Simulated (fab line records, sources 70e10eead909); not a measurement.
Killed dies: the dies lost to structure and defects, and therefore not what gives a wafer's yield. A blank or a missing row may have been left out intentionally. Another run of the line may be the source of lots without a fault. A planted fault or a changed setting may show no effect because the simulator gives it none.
fab line records    flow nand-harc
[record] lots = 5  wafers = 15  last-day = 32
route steps=1302 shown A_SGD_CUT@907 A_SLIT@922 END@1302
lots with no fault: from the same line, run without faults
start-h: hours from the record's first day to the start of the lot's first wafer shown    wait-h: how many hours have passed since the lot's step before this one    " repeats the value in the row above    L1.1+2: several wafers, shown together as one row    - no value, or no start was given    * or withheld: withheld    < > ~ a bound
route shown NAME@n: NAME is a module with steps in the file, n the number in the route of the first one    usual: the fault-free wafers' mean and standard deviation    same: alike in all rows    chamber/n: place in a boat    sites: each site's reading    _std_site: standard deviation across them    _edge_site: outer sites' mean less inner sites'    radius-mm: for every site, how far away it sits from the centre of the wafer    mask NAME#n: copy n    behind: the most recent tool/chamber to have shaped the wafer    hold: cause of the lot's hold/its duration in hours/its outcome    device: whichever transistor did not switch (one of n, p or np)    end of line: at the end of the route, the tests of the same wafers    where a step has no rows: the recipe by itself    killed: count of dies lost to structure and defects at first sort (not the wafer's yield)    map: dies across one wafer; x = killed, . = not, _ = none there
set.NAME: the setting the step ran with; set.NAME@STEP: the setting that earlier step ran with    model.NAME: the simulator's own value behind a step, which no gauge read
a table for each step, a row for each wafer; lots at some steps of the route
services: the hour from which a tool's chamber was out of use, counted from the record's first day as start-h (under 0 if before that day), plus the number of hours and why
[[steps]]
[step NHARC_A_SGD_CUT_ETCH_15]
[recipe] target-depth-a = 750  time-s = 64.3  ch3f-flow-sccm = 50  o2-flow-sccm = 30  ar-flow-sccm = 200  rf-w = 500  bias-w = 100  chemistry = CH3F/O2
[usual] drypump-motor-current-A = 5.5/0.43  oes-product-au = 0.960/0.016  rf-vpp-V = 263.1/1.5  showerhead-plenum-p-Torr = 2.41/0.091  throttle-valve-pct = 20.663/0.0095
lot.wafer  tool         chamber  start-h  wait-h  drypump-motor-current-A  oes-product-au  rf-hours-counter-h  rf-vpp-V  showerhead-plenum-p-Torr  throttle-valve-pct
L702.1     rie-diel-12  0        -        -       5.4                      0.963           3                   263.6     2.41                      20.660
L702.4     "            1        "        "       6.0                      0.968           3                   265.3     2.51                      20.648
L702.2     "            2        "        "       5.5                      0.986           3                   259.7     2.29                      20.669
L708.2     rie-diel-12  3        -        -       5.8                      0.946           5                   265.2     2.47                      20.662
L708.1     "            0        "        "       5.4                      0.963           5                   263.8     2.41                      20.672
L708.5     "            1        "        "       5.9                      0.956           -                   264.1     2.51                      20.657
L711.4     rie-diel-06  2        -        -       5.0                      0.953           6                   263.2     2.34                      20.653
L711.3     "            3        "        "       5.1                      0.952           6                   263.5     2.36                      20.650
L711.2     "            1        "        "       6.2                      0.967           8                   261.8     2.28                      20.658
L718.1     rie-diel-12  3        -        -       5.8                      0.971           0                   265.6     2.47                      20.654
L718.5     "            1        "        "       6.0                      0.955           -                   266.5     2.50                      20.659
L718.6     "            2        "        "       5.5                      0.976           -                   262.9     2.29                      20.662
L719.4     rie-diel-06  0        -        -       5.6                      0.949           12                  263.3     2.43                      20.644
L719.6     "            3        "        "       5.1                      0.955           -                   262.8     2.36                      20.671
L719.5     "            0        "        "       5.6                      0.935           -                   263.8     2.43                      20.653
[step NHARC_A_SGD_CUT_ETCH_16]
[recipe] target-depth-a = 3105  time-s = 155.2  c4f8-flow-sccm = withheld  o2-flow-sccm = 8  ar-flow-sccm = withheld  rf-w = 600  bias-w = 800  chemistry = C4F8/O2/Ar
[usual] oes-product-au = 0.968/0.014  rf-vpp-V = 721/3.7
lot.wafer  tool         chamber  start-h  wait-h  oes-product-au  rf-hours-counter-h  rf-vpp-V
L702.2     rie-diel-12  1        -        -       0.965           3                   725
L702.1     "            2        "        "       0.983           3                   716
L702.4     "            0        "        "       0.984           3                   722
L708.1     rie-diel-12  1        -        -       0.980           5                   725
L708.2     "            2        "        "       0.964           5                   717
L708.5     "            2        "        "       0.966           -                   716
L711.2     rie-diel-06  2        -        -       0.971           6                   718
L711.3     "            3        "        "       0.967           6                   719
L711.4     "            0        "        "       0.982           8                   723
L718.1     rie-diel-12  1        -        -       0.965           0                   725
L718.6     "            3        "        "       0.968           -                   723
L718.5     "            0        "        "       0.966           -                   723
L719.4     rie-diel-06  3        -        -       0.972           11                  718
L719.6     "            3        "        "       0.966           -                   718
L719.5     "            0        "        "       0.971           -                   723
[step NHARC_A_SGD_CUT_STRIP_60]
[recipe] c4f8-flow-sccm = withheld  o2-flow-sccm = 8  ar-flow-sccm = withheld  bias-w = 0  chemistry = C4F8/O2/Ar
[step NHARC_A_SGD_CUT_STRIP_17]
[recipe] o2-flow-sccm = 500  ar-flow-sccm = 0  bias-w = 0  chemistry = O2
[usual] drypump-motor-current-A = 5.5/0.43  oes-product-au = 0.998/0.0066  rf-vpp-V = 57.6/0.85  showerhead-plenum-p-Torr = 3.46/0.12  throttle-valve-pct = 17.037/0.009
lot.wafer  tool         chamber  start-h  wait-h  drypump-motor-current-A  oes-product-au  rf-hours-counter-h  rf-vpp-V  showerhead-plenum-p-Torr  throttle-valve-pct
L702.2     rie-diel-12  0        -        -       5.4                      0.987           3                   57.3      3.46                      17.037
L702.4     "            1        "        "       5.9                      1.010           3                   59.3      3.59                      17.037
L702.1     "            3        "        "       5.9                      0.987           3                   58.4      3.54                      17.034
L708.1     rie-diel-12  3        -        -       5.9                      1.002           5                   58.4      3.54                      17.033
L708.2     "            0        "        "       5.4                      0.995           5                   59.3      3.46                      17.030
L708.5     "            3        "        "       5.8                      0.983           -                   58.6      3.54                      17.040
L711.3     rie-diel-06  0        -        -       5.6                      0.998           8                   56.7      3.49                      17.044
L711.4     "            1        "        "       6.2                      1.003           8                   56.9      3.28                      17.031
L711.2     "            2        "        "       4.9                      1.002           6                   58.2      3.36                      17.052
L718.1     rie-diel-12  3        -        -       5.9                      0.988           0                   58.5      3.54                      17.032
L718.5     "            2        "        "       5.5                      1.005           -                   57.7      3.29                      17.046
L718.6     "            3        "        "       5.9                      0.999           -                   56.8      3.54                      17.046
L719.4     rie-diel-06  3        -        -       5.0                      1.002           11                  56.7      3.39                      17.019
L719.6     "            0        "        "       5.6                      0.999           -                   57.1      3.48                      17.047
L719.5     "            1        "        "       6.2                      1.004           -                   56.9      3.27                      17.041
[step NHARC_A_SGD_CUT_PRECLEAN_18]
[recipe] time-s = *  temp-c = 50  bath-age-min = 0  chemistry = SC1
[step NHARC_A_SGD_CUT_SRD_19]
[step NHARC_A_SGD_CUT_DEP_20]
[recipe] target-thk-a = 1500  temp-c = 65  material = SiO2
[step NHARC_A_SGD_CUT_ANNEAL_27]
[recipe] temp-c = 450  time-s = 1800
[step NHARC_A_SGD_CUT_CMP_21]
[recipe] target-thk-nm = 148.19
[usual] motor-current-A = 12.0/1.4  time-to-endpoint-s = 50.2/2.3
lot.wafer  tool    chamber  start-h  wait-h  motor-current-A  time-to-endpoint-s
L702.1     cmp-02  3        502.31   0.4     13.8             49.6
L702.4     "       0        "        "       11.1             47.3
L702.2     "       1        "        "       12.1             49.7
L708.1     cmp-03  0        540.86   0.4     12.2             50.3
L708.2     "       2        "        "       11.3             55.1
L708.5     "       0        "        "       12.0             51.1
L711.4     cmp-02  1        598.79   0.4     12.9             51.5
L711.3     "       3        "        "       14.0             52.2
L711.2     "       0        "        "       11.8             50.3
L718.1     cmp-02  3        642.14   0.4     13.8             50.3
L718.6     "       1        "        "       12.0             51.2
L718.5     "       2        "        "       10.2             48.2
L719.4     cmp-03  0        650.19   0.4     12.2             48.8
L719.5     "       0        "        "       12.4             51.1
L719.6     "       1        "        "       11.6             51.1
[step NHARC_A_SGD_CUT_THK_MEAS_22]
[recipe] thk-meas-gauge = ellipsometry
[usual] thk-nm = 148.3/1.5
lot.wafer  tool           chamber  start-h  wait-h  thk-nm
L702.1     film-metro-01  -        502.54   0.2     148.3
L702.2     "              -        "        "       148.2
L702.4     "              -        "        "       150.0
L708.1     film-metro-01  -        541.09   0.2     148.9
L708.2     "              -        "        "       151.5
L708.5     "              -        "        "       149.1
L711.2     film-metro-01  -        599.04   0.2     145.7
L711.3     "              -        "        "       147.1
L711.4     "              -        "        "       147.8
L718.1     film-metro-02  -        642.35   0.2     147.6
L718.5     "              -        "        "       146.0
L718.6     "              -        "        "       150.0
L719.4     film-metro-02  -        650.45   0.2     148.2
L719.5     "              -        "        "       149.3
L719.6     "              -        "        "       149.3
[step NHARC_A_SGD_CUT_SRD_23]
[step NHARC_A_SGD_CUT_ETCH_26]
[recipe] target-depth-a = 458  chemistry = dHF  material = SiO2
[step NHARC_A_SGD_CUT_ETCHBACK_24]
[recipe] target-depth-a = 500  over-etch-frac = 0.3  time-s = 92.857  ion-energy-ev = 120  ch3f-flow-sccm = 50  o2-flow-sccm = 30  ar-flow-sccm = 200  rf-w = 500  bias-w = 100  chemistry = CH3F/O2
[usual] drypump-motor-current-A = 5.5/0.43  oes-product-au = 0.96/0.036  rf-vpp-V = 243.7/1.5  showerhead-plenum-p-Torr = 2.41/0.087  throttle-valve-pct = 20.662/0.01
lot.wafer  tool         chamber  start-h  wait-h  drypump-motor-current-A  oes-product-au  rf-hours-counter-h  rf-vpp-V  showerhead-plenum-p-Torr  throttle-valve-pct
L702.2     rie-diel-12  3        502.76   0.1     5.8                      0.93            3                   244.1     2.47                      20.647
L702.4     "            0        "        "       5.4                      0.91            3                   244.9     2.41                      20.657
L702.1     "            2        "        "       5.5                      0.94            3                   241.0     2.29                      20.638
L708.1     rie-diel-06  2        541.32   0.2     5.0                      1.00            4                   242.7     2.34                      20.655
L708.2     "            1        "        "       6.2                      1.01            4                   241.7     2.28                      20.670
L708.5     "            2        "        "       5.0                      1.01            -                   240.6     2.34                      20.658
L711.2     rie-diel-11  3        599.28   0.1     5.6                      1.00            10                  243.7     2.43                      20.654
L711.4     "            0        "        "       4.9                      1.00            11                  246.6     2.54                      20.674
L711.3     "            1        "        "       4.7                      1.00            10                  243.6     2.55                      20.676
L718.1     rie-diel-06  0        642.58   0.2     5.6                      0.93            12                  243.1     2.43                      20.664
L718.6     "            3        "        "       5.0                      0.93            -                   242.3     2.36                      20.662
L718.5     "            0        "        "       5.6                      0.92            -                   245.1     2.43                      20.680
L719.4     rie-diel-12  0        650.67   0.2     5.4                      1.01            1                   246.2     2.41                      20.673
L719.6     "            0        "        "       5.4                      1.02            -                   244.3     2.41                      20.656
L719.5     "            1        "        "       5.9                      1.00            -                   244.4     2.50                      20.655
[step NHARC_A_SGD_CUT_STRIP_28]
[recipe] time-s = 20  o2-flow-sccm = 500  ar-flow-sccm = 0  bias-w = 0  chemistry = O2
[usual] drypump-motor-current-A = 5.5/0.44  oes-product-au = 0.999/0.0072  rf-vpp-V = 57.7/0.83  showerhead-plenum-p-Torr = 3.46/0.12  throttle-valve-pct = 17.037/0.0088
lot.wafer  tool         chamber  start-h  wait-h  drypump-motor-current-A  oes-product-au  rf-hours-counter-h  rf-vpp-V  showerhead-plenum-p-Torr  throttle-valve-pct
L702.2     rie-diel-12  1        -        -       6.0                      1.008           3                   58.2      3.59                      17.043
L702.1     "            2        "        "       5.6                      0.997           3                   57.1      3.30                      17.043
L702.4     "            0        "        "       5.4                      0.999           3                   57.1      3.46                      17.043
L708.1     rie-diel-06  1        -        -       6.2                      1.007           4                   58.3      3.28                      17.050
L708.2     "            2        "        "       5.0                      0.989           4                   57.0      3.37                      17.055
L708.5     "            2        "        "       5.0                      1.010           -                   57.2      3.37                      17.018
L711.2     rie-diel-11  0        -        -       4.9                      0.999           11                  58.9      3.64                      17.042
L711.4     "            1        "        "       4.7                      0.992           10                  58.9      3.65                      17.051
L711.3     "            3        "        "       5.5                      1.003           10                  56.2      3.48                      17.035
L718.1     rie-diel-06  1        -        -       6.2                      1.001           12                  56.5      3.27                      17.040
L718.6     "            3        "        "       5.1                      0.997           -                   57.5      3.39                      17.043
L718.5     "            0        "        "       5.6                      1.000           -                   57.3      3.48                      17.038
L719.4     rie-diel-12  3        -        -       5.8                      0.994           1                   58.6      3.54                      17.028
L719.5     "            1        "        "       6.0                      0.990           -                   59.2      3.59                      17.035
L719.6     "            2        "        "       5.5                      0.998           -                   56.7      3.29                      17.039
[step NHARC_A_SGD_CUT_INSPECT_25]
[usual] raw-defect-count = 394/86
lot.wafer  tool               chamber  start-h  wait-h  raw-defect-count
L702.1     defect-inspect-02  -        503.01   -       429
L702.2     "                  -        "        "       450
L702.4     "                  -        "        "       448
L708.1     defect-inspect-02  -        541.56   -       1783
L708.2     "                  -        "        "       418
L708.5     "                  -        "        "       1681
L711.2     defect-inspect-02  -        599.51   -       382
L711.3     "                  -        "        "       382
L711.4     "                  -        "        "       427
L718.1     defect-inspect-01  -        642.81   -       323
L718.5     "                  -        "        "       320
L718.6     "                  -        "        "       326
L719.4     defect-inspect-02  -        650.91   -       320
L719.5     "                  -        "        "       325
L719.6     "                  -        "        "       289
[step NHARC_A_SLIT_DEP_25]
[recipe] target-thk-a = 2000  temp-c = 400  pressure-torr = 6.5  rf-w = 900  teos-flow-sccm = 161.4  flow-sccm = 2650  target-thk-nm = 200  gas = O2  material = SiO2
[step NHARC_END_SORT_01]
[recipe] temp-c = 25
[usual] killed-at-array = 54/23  killed-at-other = 1.2/1.5  killed-at-periphery = 3.9/2.5  killed-dies = 59/23  killed-open = 3.2/1.7  killed-short = 2.4/1.6
[same] gross-dies = 677
lot.wafer  tool       chamber  start-h  wait-h  killed-at-array  killed-at-other  killed-at-periphery  killed-dies  killed-open  killed-short
L708.1     prober-02  0        658.90   2.5     169              0                2                    171          3            1
L708.5     prober-02  0        662.10   3.7     173              0                1                    174          1            3
// killed by level:class
L708.1 A_SGD_CUT:unspecified=99 A_CHANNEL_HOLE_D1:chamber-film-flake=34 A_SLIT:chamber-film-flake=26 A_CHANNEL_HOLE_D2:chamber-film-flake=3 A_ONON_D1:geometric-particle:open=2 A_ZERO_WELL:chamber-film-flake=2 P_GATE:geometric-particle:short=1 A_SGD_CUT:geometric-particle:open=1
L708.5 A_SGD_CUT:unspecified=104 A_CHANNEL_HOLE_D1:chamber-film-flake=32 A_SLIT:chamber-film-flake=23 A_CONTACT:chamber-film-flake=4 A_ZERO_WELL:chamber-film-flake=3 A_CHANNEL_HOLE_D2:chamber-film-flake=2 P_STI:geometric-particle:open=1 A_CHANNEL_HOLE_D2:geometric-particle:short=1
// map L708.5 (x killed, . not)
____________.____________
_________......._________
_______..........._______
______.............______
_____..............x_____
____.................____
____.................____
___...................___
___......x.........x..___
__..x..................__
__.....xx..............__
_x....xx................_
_...xxxx...x............_
_...xxx.x.xx.x.........._
_x..xxxxxx.xx.x........._
_...xxxxxxxxxx...x......_
.....xx.xxxxxxxx..x......
..x.x..xxxxxxxxx.x.......
.x....xxxxxxxxxxx.x......
......xxxxxxxxxxx......x.
........xxxxxxxx..x......
_.......xxxxxxxxx......._
_.......xxxxxxxx.......x_
_.......xxxxxxxx........_
_.......xxxxxxx.x..x...._
_.......x.xxxx.x........_
__........xxxxx........__
__.......xxx..x........__
___...................___
___......x............___
____..........xx.....____
____..........xxxxx..____
_____........x.xxxx._____
______.......xxxxxx______
_______.......xxxx_______
_________.....xx_________
____________.____________
// map L718.6 (x killed, . not)
____________.____________
_________....xxx_________
_______......xxx.._______
______......xxxx...______
_____........xxx...._____
____...x....xx.xx....____
____.................____
___........x..x.......___
___...........x.......___
__......x....x.........__
__....x................__
_............x..x......._
_..x...................._
_...x..................._
_..x..x................._
_..xx..x........x......._
..x.............x........
................x........
.......x.......x.........
..................x......
....x.......x............
_.................x....._
_...............x.....x._
_......................._
_......................._
_......................._
__....x................__
__....x................__
___...................___
___.x............x....___
____...........x.....____
____.....x.......x...____
_____..x....xx.xxx.._____
______..........x..______
_______.......x.xx_______
_________....x.._________
____________.____________
[[services]]
tool         chamber  start-h  hours  kind
rie-diel-12  0        479.06   -      clean
rie-diel-12  1        479.06   -      clean
rie-diel-12  2        479.06   -      clean
rie-diel-12  3        479.06   -      clean
rie-diel-06  -        484.20   9.0    pm
rie-diel-12  0        503.57   -      clean
rie-diel-12  1        503.57   -      clean
rie-diel-12  2        503.57   -      clean
rie-diel-12  3        503.57   -      clean
cmp-02       -        526.50   4.0    pm
rie-diel-12  0        528.07   -      clean
rie-diel-12  1        528.07   -      clean
rie-diel-12  2        528.07   -      clean
rie-diel-12  3        528.07   -      clean
rie-diel-06  2        549.16   4.7    repair
rie-diel-06  3        550.61   6.1    repair
rie-diel-12  0        552.57   -      clean
cmp-03       -        554.00   4.0    pm
rie-diel-12  0        592.99   12.1   repair
rie-diel-11  1        603.66   2.5    repair
rie-diel-11  -        609.50   9.0    pm
cmp-02       -        617.47   0.8    repair
rie-diel-12  -        622.56   9.0    pm
cmp-02       -        624.51   4.0    pm
[[key]]
[first-sign] step = NHARC_A_SGD_CUT_INSPECT_25  reading = raw-defect-count  direction = up  sigmas = 16  usual = 394  struck = 1732
[effect] step = NHARC_END_SORT_01  reading = killed-at-array  direction = up  sigmas = 5.1  usual = 54  struck = 171
[more-kills-born-at] NHARC_A_SGD_CUT_ETCHBACK_24@rie-diel-06 = 203
met-at NHARC_A_SGD_CUT_ETCHBACK_24
struck-wafers L708.1,L708.5
tester-left-out L708
[fault] kind = chamber-particle-source  tool = rie-diel-06  chamber = 2  onset-h = 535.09  steps = NHARC_A_SGD_CUT_ETCHBACK_24  rate-per-visit-cm2 = 2.1037  end-h = 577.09
// tester-left-out: of these lots the tester's yield and bins aren't shown, on N5 and GAA mostly nor the transistor test; their killed dies are dies lost to structure and defects alone, not to doping, threshold or leakage, so they don't give the yield
